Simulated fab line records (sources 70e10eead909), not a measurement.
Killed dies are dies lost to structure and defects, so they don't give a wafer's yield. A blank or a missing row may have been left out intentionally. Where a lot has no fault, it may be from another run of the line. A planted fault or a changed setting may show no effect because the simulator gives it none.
What tool caused it? | flow nand harc | Sampling: 19 lots, 57 wafers, 6 of 1302 route steps

== WHAT THE GAUGES READ, wafer by wafer ==
The record lacks any reading of a measuring or inspecting step that a usual standard deviation could be used to judge.

== WHICH TOOL RAN EACH LOT (tool, then ch and the chambers of the sampled wafers, then the start) ==
lot  | NHARC_A_STAIRCASE_TRIM_191                    | NHARC_A_STAIRCASE_TRIM_224                    | NHARC_A_STAIRCASE_DESCUM_270       | NHARC_A_STAIRCASE_DESCUM_291       | NHARC_A_STAIRCASE_STRIP_476        | NHARC_A_STAIRCASE_ETCHBACK_157
L074 | rie diel-07 ch 0,2, day 16 15:40 or earlier   | rie diel-02 ch 0,1,3, day 16 15:40 or earlier | rie diel-07 ch 0,1,3, day 16 15:40 | rie diel-07 ch 1,3, day 17 01:41   | rie diel-07 ch 0,1, day 17 17:44   | rie diel-02 ch 0,1, day 19 14:52
L075 | rie diel-02 ch 0,2,3, day 16 20:01 or earlier | rie diel-04 ch 0,2,3, day 16 20:01 or earlier | rie diel-04 ch 0,1,2, day 16 20:01 | rie diel-02 ch 0,2, day 17 03:26   | rie diel-02 ch 0,1,2, day 17 20:22 | rie diel-02 ch 0,2,3, day 19 13:19
L076 | rie diel-04 ch 0,1,2, day 17 06:38 or earlier | rie diel-07 ch 1,2,3, day 17 06:38 or earlier | rie diel-04 ch 0,2, day 17 06:38   | rie diel-07 ch 0,3, day 17 12:38   | rie diel-07 ch 2,3, day 18 02:12   | rie diel-07 ch 0,2,3, day 19 23:02
L077 | rie diel-04 ch 0,2, day 17 17:25 or earlier   | rie diel-04 ch 1,3, day 17 17:25 or earlier   | rie diel-04 ch 1,2,3, day 17 17:25 | rie diel-07 ch 0,2,3, day 18 02:51 | rie diel-02 ch 1,2,3, day 18 13:44 | rie diel-02 ch 0,2, day 20 09:21
L079 | rie diel-02 ch 0,2,3, day 18 09:54 or earlier | rie diel-02 ch 0,1,2, day 18 09:54 or earlier | rie diel-02 ch 1,2, day 18 09:54   | rie diel-04 ch 1,2, day 18 16:01   | rie diel-04 ch 0,1,3, day 19 02:32 | rie diel-02 ch 0,2, day 21 00:38
L080 | rie diel-04 ch 0,2, day 19 02:14 or earlier   | rie diel-04 ch 1,2,3, day 19 02:14 or earlier | rie diel-02 ch 1,3, day 19 02:14   | rie diel-07 ch 2,3, day 19 08:25   | rie diel-04 ch 0,1, day 19 20:11   | rie diel-07 ch 0,1,3, day 21 16:51
L081 | rie diel-02 ch 0,1, day 20 14:21 or earlier   | rie diel-07 ch 2,3, day 20 14:21 or earlier   | rie diel-02 ch 0,1, day 20 14:21   | rie diel-04 ch 0,3, day 20 21:19   | rie diel-07 ch 1,2,3, day 21 06:59 | rie diel-02 ch 0,1, day 23 05:04
L083 | rie diel-07 ch 1,2, day 20 17:56 or earlier   | rie diel-04 ch 0,2, day 20 17:56 or earlier   | rie diel-04 ch 0,2,3, day 20 17:56 | rie diel-04 ch 1,3, day 20 23:41   | rie diel-07 ch 0,2, day 21 09:01   | rie diel-04 ch 0,1,3, day 23 05:01
L084 | rie diel-02 ch 1,2, day 20 19:34 or earlier   | rie diel-02 ch 0,1,3, day 20 19:34 or earlier | rie diel-04 ch 1,2,3, day 20 19:34 | rie diel-02 ch 0,2,3, day 21 01:39 | rie diel-07 ch 2,3, day 21 12:08   | rie diel-02 ch 1,3, day 23 08:08
L086 | rie diel-02 ch 0,2,3, day 21 16:53 or earlier | rie diel-02 ch 0,1,3, day 21 16:53 or earlier | rie diel-04 ch 0,1,2, day 21 16:53 | rie diel-04 ch 2,3, day 22 01:53   | rie diel-04 ch 0,1,3, day 22 12:41 | rie diel-02 ch 0,1,3, day 24 09:17
L085 | rie diel-04 ch 0,1,2, day 21 23:06 or earlier | rie diel-02 ch 0,3, day 21 23:06 or earlier   | rie diel-02 ch 2,3, day 21 23:06   | rie diel-04 ch 2,3, day 22 06:09   | rie diel-04 ch 0,1,3, day 22 17:11 | rie diel-07 ch 1,3, day 24 09:21
L088 | rie diel-04 ch 0,3, day 22 14:19 or earlier   | rie diel-02 ch 0,2,3, day 22 14:19 or earlier | rie diel-07 ch 0,2, day 22 14:19   | rie diel-07 ch 1,2,3, day 22 20:06 | rie diel-07 ch 0,1,2, day 23 11:06 | rie diel-07 ch 0,1,3, day 25 03:27
L089 | rie diel-07 ch 0,2,3, day 22 15:01 or earlier | rie diel-02 ch 0,2,3, day 22 15:01 or earlier | rie diel-02 ch 0,2,3, day 22 15:01 | rie diel-04 ch 1,2,3, day 22 21:09 | rie diel-02 ch 0,2,3, day 23 12:05 | rie diel-04 ch 0,1,2, day 25 03:34
L091 | rie diel-02 ch 0,1,3, day 23 21:46 or earlier | rie diel-07 ch 0,3, day 23 21:46 or earlier   | rie diel-02 ch 0,2,3, day 23 21:46 | rie diel-02 ch 0,1,3, day 24 05:53 | rie diel-07 ch 0,1,3, day 24 15:04 | rie diel-07 ch 1,2,3, day 26 16:59
L092 | rie diel-07 ch 0,1,3, day 24 03:24 or earlier | rie diel-07 ch 0,1,2, day 24 03:24 or earlier | rie diel-02 ch 0,2,3, day 24 03:24 | rie diel-02 ch 0,1,3, day 24 09:48 | rie diel-07 ch 1,3, day 24 21:01   | rie diel-04 ch 2,3, day 26 23:10
L094 | rie diel-04 ch 0,2,3, day 25 13:05 or earlier | rie diel-07 ch 0,1,3, day 25 13:05 or earlier | rie diel-02 ch 0,1,2, day 25 13:05 | rie diel-07 ch 0,1,3, day 25 23:37 | rie diel-04 ch 0,1,3, day 26 11:29 | rie diel-02 ch 0,2,3, day 28 06:44
L093 | rie diel-04 ch 0,3, day 25 14:55 or earlier   | rie diel-07 ch 1,2, day 25 14:55 or earlier   | rie diel-02 ch 0,2, day 25 14:55   | rie diel-04 ch 0,2,3, day 26 02:12 | rie diel-04 ch 0,2, day 26 14:04   | rie diel-04 ch 0,1,2, day 28 07:02
L097 | rie diel-04 ch 1,2, day 26 05:55 or earlier   | rie diel-02 ch 2,3, day 26 05:55 or earlier   | rie diel-02 ch 0,1,2, day 26 05:55 | rie diel-02 ch 0,1,3, day 26 16:53 | rie diel-04 ch 0,1,2, day 27 06:13 | rie diel-02 ch 0,1,3, day 29 01:34
L096 | rie diel-02 ch 0,3, day 26 08:43 or earlier   | rie diel-04 ch 0,1,3, day 26 08:43 or earlier | rie diel-07 ch 0,2,3, day 26 08:43 | rie diel-04 ch 0,2,3, day 26 21:07 | rie diel-02 ch 0,1,2, day 27 08:37 | rie diel-07 ch 0,2,3, day 29 01:54
- NHARC_A_STAIRCASE_TRIM_191: chemistry O2, time 211.2 s.
- NHARC_A_STAIRCASE_TRIM_224: chemistry O2, time 211.2 s.
- NHARC_A_STAIRCASE_DESCUM_270: chemistry O2, time 3 s.
- NHARC_A_STAIRCASE_DESCUM_291: chemistry O2, time 3 s.
- NHARC_A_STAIRCASE_STRIP_476: strips in O2, time 20 s.
- NHARC_A_STAIRCASE_ETCHBACK_157: etches the open film in CH3F/O2, target depth 90 nm, time 167.14 s.

== WHAT THE TOOLS THEMSELVES READ (means of the sampled wafers that have a number; where no wafer has one, the mark that the record gives instead) ==
NHARC_A_STAIRCASE_TRIM_191.
lot  | tool        | drypump motor current A (A) | oes product au (a.u.) | rf vpp V (V) | showerhead plenum p Torr (Torr) | throttle valve pct (%)
L074 | rie diel-07 | 6.4                         | 0.994                 | 57.5         | 3.56                            | 17.038
L075 | rie diel-02 | 5.2                         | 1.004                 | 57.5         | 3.37                            | 17.034
L076 | rie diel-04 | 6.4                         | 1.001                 | 57.5         | 3.46                            | 17.033
L077 | rie diel-04 | 6.2                         | 0.993                 | 57.7         | 3.39                            | 17.032
L079 | rie diel-02 | 5.2                         | 0.995                 | 57.7         | 3.54                            | 17.040
L080 | rie diel-04 | 6.3                         | 0.999                 | 58.1         | 3.38                            | 17.030
L081 | rie diel-02 | 5.4                         | 0.994                 | 57.7         | 3.53                            | 17.036
L083 | rie diel-07 | 6.4                         | 0.990                 | 58.7         | 3.61                            | 17.043
L084 | rie diel-02 | 5.6                         | 0.989                 | 57.2         | 3.38                            | 17.039
L086 | rie diel-02 | 5.2                         | 0.986                 | 57.6         | 3.53                            | 17.046
L085 | rie diel-04 | 6.4                         | 1.008                 | 56.5         | 3.44                            | 17.035
L088 | rie diel-04 | 6.0                         | 0.996                 | 58.5         | 3.38                            | 17.034
L089 | rie diel-07 | 5.9                         | 1.004                 | 58.2         | 3.50                            | 17.031
L091 | rie diel-02 | 5.3                         | 0.993                 | 57.6         | 3.54                            | 17.039
L092 | rie diel-07 | 5.8                         | 1.002                 | 58.0         | 3.56                            | 17.037
L094 | rie diel-04 | 6.2                         | 0.998                 | 58.1         | 3.53                            | 17.035
L093 | rie diel-04 | 6.0                         | 1.006                 | 58.2         | 3.54                            | 17.033
L097 | rie diel-04 | 6.5                         | 1.002                 | 58.0         | 3.45                            | 17.037
L096 | rie diel-02 | 5.1                         | 0.998                 | 59.0         | 3.67                            | 17.045

NHARC_A_STAIRCASE_TRIM_224.
lot  | tool        | drypump motor current A (A) | oes product au (a.u.) | rf vpp V (V) | showerhead plenum p Torr (Torr) | throttle valve pct (%)
L074 | rie diel-02 | 5.3                         | 1.002                 | 57.3         | 3.39                            | 17.043
L075 | rie diel-04 | 6.1                         | 1.002                 | 57.8         | 3.40                            | 17.033
L076 | rie diel-07 | 5.9                         | 0.989                 | 57.2         | 3.58                            | 17.038
L077 | rie diel-04 | 6.3                         | 0.994                 | 58.0         | 3.51                            | 17.037
L079 | rie diel-02 | 5.3                         | 0.995                 | 57.6         | 3.52                            | 17.033
L080 | rie diel-04 | 6.3                         | 1.005                 | 58.1         | 3.49                            | 17.033
L081 | rie diel-07 | 5.6                         | 0.997                 | 57.6         | 3.45                            | 17.035
L083 | rie diel-04 | 6.2                         | 1.003                 | 57.9         | 3.37                            | 17.045
L084 | rie diel-02 | 5.3                         | 0.996                 | 58.3         | 3.56                            | 17.041
L086 | rie diel-02 | 5.3                         | 0.986                 | 58.0         | 3.56                            | 17.040
L085 | rie diel-02 | 5.2                         | 0.996                 | 57.5         | 3.58                            | 17.039
L088 | rie diel-02 | 5.2                         | 0.992                 | 58.6         | 3.53                            | 17.019
L089 | rie diel-02 | 5.2                         | 0.987                 | 57.6         | 3.53                            | 17.030
L091 | rie diel-07 | 5.4                         | 1.002                 | 57.5         | 3.45                            | 17.039
L092 | rie diel-07 | 6.2                         | 1.005                 | 57.6         | 3.61                            | 17.032
L094 | rie diel-07 | 5.8                         | 0.997                 | 57.5         | 3.56                            | 17.036
L093 | rie diel-07 | 6.2                         | 0.997                 | 57.6         | 3.65                            | 17.029
L097 | rie diel-02 | 5.4                         | 1.003                 | 57.7         | 3.41                            | 17.035
L096 | rie diel-04 | 6.3                         | 0.999                 | 57.6         | 3.60                            | 17.039

NHARC_A_STAIRCASE_DESCUM_270.
lot  | tool        | drypump motor current A (A) | oes product au (a.u.) | rf vpp V (V) | showerhead plenum p Torr (Torr) | throttle valve pct (%)
L074 | rie diel-07 | 5.7                         | 1.000                 | 58.1         | 1.95                            | 11.312
L075 | rie diel-04 | 6.4                         | 0.996                 | 57.6         | 1.87                            | 11.307
L076 | rie diel-04 | 6.2                         | 1.011                 | 57.6         | 1.83                            | 11.307
L077 | rie diel-04 | 6.4                         | 1.003                 | 58.2         | 1.90                            | 11.307
L079 | rie diel-02 | 5.5                         | 0.991                 | 56.6         | 1.81                            | 11.310
L080 | rie diel-02 | 5.5                         | 0.990                 | 57.6         | 1.87                            | 11.318
L081 | rie diel-02 | 5.4                         | 0.994                 | 57.3         | 1.92                            | 11.313
L083 | rie diel-04 | 6.1                         | 1.005                 | 57.5         | 1.83                            | 11.307
L084 | rie diel-04 | 6.3                         | 0.998                 | 58.0         | 1.89                            | 11.317
L086 | rie diel-04 | 6.4                         | 0.999                 | 56.9         | 1.86                            | 11.303
L085 | rie diel-02 | 5.4                         | 0.981                 | 57.3         | 1.82                            | 11.315
L088 | rie diel-07 | 6.2                         | 1.004                 | 58.3         | 1.93                            | 11.317
L089 | rie diel-02 | 5.2                         | 0.990                 | 58.3         | 1.91                            | 11.311
L091 | rie diel-02 | 5.2                         | 1.000                 | 57.4         | 1.91                            | 11.323
L092 | rie diel-02 | 5.2                         | 0.994                 | 58.6         | 1.91                            | 11.312
L094 | rie diel-02 | 5.3                         | 1.005                 | 56.9         | 1.89                            | 11.319
L093 | rie diel-02 | 5.2                         | 1.002                 | 58.7         | 1.87                            | 11.305
L097 | rie diel-02 | 5.3                         | 1.000                 | 57.6         | 1.89                            | 11.308
L096 | rie diel-07 | 5.9                         | 1.003                 | 56.5         | 1.89                            | 11.302

NHARC_A_STAIRCASE_DESCUM_291.
lot  | tool        | drypump motor current A (A) | oes product au (a.u.) | rf vpp V (V) | showerhead plenum p Torr (Torr) | throttle valve pct (%)
L074 | rie diel-07 | 5.4                         | 1.000                 | 57.7         | 1.92                            | 11.305
L075 | rie diel-02 | 5.2                         | 1.007                 | 56.9         | 1.79                            | 11.310
L076 | rie diel-07 | 5.8                         | 1.001                 | 56.9         | 1.92                            | 11.308
L077 | rie diel-07 | 5.9                         | 0.997                 | 57.9         | 1.91                            | 11.312
L079 | rie diel-04 | 6.4                         | 0.995                 | 59.1         | 1.89                            | 11.305
L080 | rie diel-07 | 5.6                         | 1.002                 | 57.7         | 1.87                            | 11.308
L081 | rie diel-04 | 6.0                         | 0.991                 | 56.9         | 1.83                            | 11.302
L083 | rie diel-04 | 6.5                         | 0.996                 | 58.0         | 1.93                            | 11.307
L084 | rie diel-02 | 5.2                         | 1.000                 | 58.2         | 1.91                            | 11.314
L086 | rie diel-04 | 6.1                         | 1.005                 | 57.2         | 1.85                            | 11.303
L085 | rie diel-04 | 6.1                         | 0.992                 | 57.8         | 1.85                            | 11.313
L088 | rie diel-07 | 5.9                         | 0.995                 | 57.3         | 1.93                            | 11.312
L089 | rie diel-04 | 6.3                         | 0.996                 | 58.0         | 1.88                            | 11.318
L091 | rie diel-02 | 5.3                         | 0.995                 | 58.6         | 1.92                            | 11.310
L092 | rie diel-02 | 5.3                         | 0.995                 | 57.7         | 1.92                            | 11.306
L094 | rie diel-07 | 5.7                         | 0.994                 | 58.2         | 1.93                            | 11.316
L093 | rie diel-04 | 6.1                         | 1.001                 | 58.2         | 1.91                            | 11.304
L097 | rie diel-02 | 5.3                         | 0.998                 | 57.8         | 1.92                            | 11.314
L096 | rie diel-04 | 6.1                         | 1.008                 | 57.8         | 1.91                            | 11.312

NHARC_A_STAIRCASE_STRIP_476.
lot  | tool        | drypump motor current A (A) | oes product au (a.u.) | rf vpp V (V) | showerhead plenum p Torr (Torr) | throttle valve pct (%)
L074 | rie diel-07 | 6.1                         | 0.998                 | 57.7         | 3.64                            | 17.037
L075 | rie diel-02 | 5.3                         | 0.995                 | 57.5         | 3.52                            | 17.041
L076 | rie diel-07 | 5.6                         | 0.999                 | 59.0         | 3.46                            | 17.035
L077 | rie diel-02 | 5.5                         | 0.997                 | 57.0         | 3.41                            | 17.036
L079 | rie diel-04 | 6.3                         | 0.998                 | 57.5         | 3.46                            | 17.035
L080 | rie diel-04 | 6.5                         | 0.996                 | 59.0         | 3.51                            | 17.036
L081 | rie diel-07 | 5.9                         | 1.008                 | 57.1         | 3.56                            | 17.030
L083 | rie diel-07 | 6.4                         | 1.014                 | 58.3         | 3.55                            | 17.039
L084 | rie diel-07 | 5.6                         | 0.996                 | 57.9         | 3.45                            | 17.031
L086 | rie diel-04 | 6.3                         | 0.994                 | 57.4         | 3.44                            | 17.032
L085 | rie diel-04 | 6.3                         | 1.002                 | 57.1         | 3.44                            | 17.036
L088 | rie diel-07 | 6.2                         | 1.000                 | 57.4         | 3.61                            | 17.041
L089 | rie diel-02 | 5.2                         | 0.993                 | 58.0         | 3.52                            | 17.033
L091 | rie diel-07 | 5.8                         | 0.998                 | 58.5         | 3.56                            | 17.028
L092 | rie diel-07 | 5.4                         | 0.998                 | 58.3         | 3.51                            | 17.038
L094 | rie diel-04 | 6.3                         | 1.004                 | 58.5         | 3.60                            | 17.032
L093 | rie diel-04 | 6.3                         | 0.993                 | 57.8         | 3.52                            | 17.037
L097 | rie diel-04 | 6.4                         | 1.000                 | 57.6         | 3.59                            | 17.033
L096 | rie diel-02 | 5.4                         | 0.993                 | 58.7         | 3.48                            | 17.035

NHARC_A_STAIRCASE_ETCHBACK_157.
lot  | tool        | drypump motor current A (A) | oes product au (a.u.) | rf fwd power W (W) | rf vpp V (V) | showerhead plenum p Torr (Torr) | throttle valve pct (%)
L074 | rie diel-02 | 5.2                         | 1.00                  | 497.2              | 245.8        | 2.56                            | 20.656
L075 | rie diel-02 | 5.2                         | 0.97                  | 497.2              | 245.0        | 2.47                            | 20.665
L076 | rie diel-07 | 5.9                         | 0.92                  | 497.3              | 244.4        | 2.45                            | 20.654
L077 | rie diel-02 | 5.1                         | 0.97                  | 497.6              | 245.7        | 2.54                            | 20.663
L079 | rie diel-02 | 5.3                         | 0.91                  | 497.2              | 243.4        | 2.42                            | 20.656
L080 | rie diel-07 | 5.7                         | 1.00                  | 498.7              | 245.0        | 2.49                            | 20.658
L081 | rie diel-02 | 5.4                         | 0.93                  | 498.7              | 243.7        | 2.45                            | 20.662
L083 | rie diel-04 | 6.3                         | 1.00                  | 498.4              | 242.5        | 2.39                            | 20.645
L084 | rie diel-02 | 5.6                         | 1.00                  | 499.3              | 242.4        | 2.38                            | 20.657
L086 | rie diel-02 | 5.3                         | 0.94                  | 496.9              | 244.3        | 2.47                            | 20.662
L085 | rie diel-07 | 5.4                         | 0.94                  | 496.5              | 244.4        | 2.44                            | 20.671
L088 | rie diel-07 | 5.7                         | 0.99                  | 497.8              | 244.4        | 2.48                            | 20.673
L089 | rie diel-04 | 6.3                         | 1.00                  | 498.8              | 245.2        | 2.51                            | 20.673
L091 | rie diel-07 | 5.9                         | 0.92                  | 499.6              | 244.9        | 2.47                            | 20.661
L092 | rie diel-04 | 6.1                         | 0.99                  | 498.3              | 243.6        | 2.36                            | 20.666
L094 | rie diel-02 | 5.2                         | 0.95                  | 497.2              | 243.8        | 2.44                            | 20.664
L093 | rie diel-04 | 6.4                         | 0.92                  | 499.0              | 244.8        | 2.50                            | 20.661
L097 | rie diel-02 | 5.3                         | 0.99                  | 497.4              | 244.9        | 2.45                            | 20.665
L096 | rie diel-07 | 5.9                         | 0.99                  | 499.0              | 243.8        | 2.42                            | 20.664

== THE ANSWER, worked out from the rows above alone ==
Rule: usual is defined by the lots themselves. The widest of any qualifying gaps counts: lots, ordered by their means at a reading, are off when they make up no more than a third of the lots, leave a main group of 4 or more, and stand apart from it by 3 or more times the standard deviation of that group's means. Not used: any main group whose means are identical at the precision the tables above print for the reading. Also off: a lot with no number at a reading for which 4 or more lots have one. The other lots that the step has rows for count as sound. First the gauges in route order, then the tools' own readings, where a lot's mean is used as printed above. The first step at which some lot is off is used, and at that step the reading that is off furthest; a lot without a number counts as furthest.
Nothing can be told from this: no lot is off at any reading shown.

== WHAT THE SIMULATOR HAD PUT IN ==
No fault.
